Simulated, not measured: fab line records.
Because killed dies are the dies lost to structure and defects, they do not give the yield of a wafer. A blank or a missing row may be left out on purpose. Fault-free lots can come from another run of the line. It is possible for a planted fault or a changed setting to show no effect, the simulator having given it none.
Chamber matching || flow n5Finfet || N5_BEOL_M14_CMP_49 on cmp-03: 4 sister chambers
The step polishes, stops on SiO2, t overpolish 5.2 s, target thk 560 nm. 4 wafers are shown with their chamber, then 8 later ones without.

== EACH WAFER AND ITS CHAMBER ==
{"wafer": "L084.6", "chamber": 1, "motorCurrentA (A)": 9.1}
{"wafer": "L085.3", "chamber": 2, "motorCurrentA (A)": 6.7}
{"wafer": "L085.6", "chamber": 0, "motorCurrentA (A)": 8.2}
{"wafer": "L091.4", "chamber": 3, "motorCurrentA (A)": 7.8}

== WAFERS WITHOUT THEIR CHAMBER ==
{"wafer": "L091.5", "motorCurrentA (A)": 9.6}
{"wafer": "L091.6", "motorCurrentA (A)": 7.1}
{"wafer": "L095.3", "motorCurrentA (A)": 7.9}
{"wafer": "L095.4", "motorCurrentA (A)": 8.7}
{"wafer": "L095.5", "motorCurrentA (A)": 7.5}
{"wafer": "L097.1", "motorCurrentA (A)": 7.6}
{"wafer": "L097.2", "motorCurrentA (A)": 9.0}
{"wafer": "L097.6", "motorCurrentA (A)": 9.5}

== EACH ONE'S CHAMBER ==
{"wafer": "L091.5", "from the rows above": 1, "in truth": 1}
{"wafer": "L091.6", "from the rows above": "can't be placed: 2 or 3", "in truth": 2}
{"wafer": "L095.3", "from the rows above": "can't be placed: 3 or 0", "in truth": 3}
{"wafer": "L095.4", "from the rows above": "can't be placed: 1 or 0 or 3", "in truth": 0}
{"wafer": "L095.5", "from the rows above": "can't be placed: 3 or 0 or 2", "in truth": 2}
{"wafer": "L097.1", "from the rows above": "can't be placed: 3 or 0", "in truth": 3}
{"wafer": "L097.2", "from the rows above": 1, "in truth": 1}
{"wafer": "L097.6", "from the rows above": 1, "in truth": 1}
3 of 8 placed correctly. From these rows, 5 cannot be placed; in 5 the true chamber is one of the candidates. Number placed wrongly: 0.
How it was worked out, from the rows above alone: a wafer's distance from a chamber is the root of the sum, over the readings, of the square of ((its reading less the chamber's mean) divided by the reading's scatter). If the next closest chamber is less than 2 further off than the closest, the wafer can't be placed; otherwise it belongs to the closest. For every chamber, the mean is computed from those of its wafers that are shown. The scatter: root of mean squared gap, hidden wafer to nearest shown wafer, with one shown wafer a chamber.
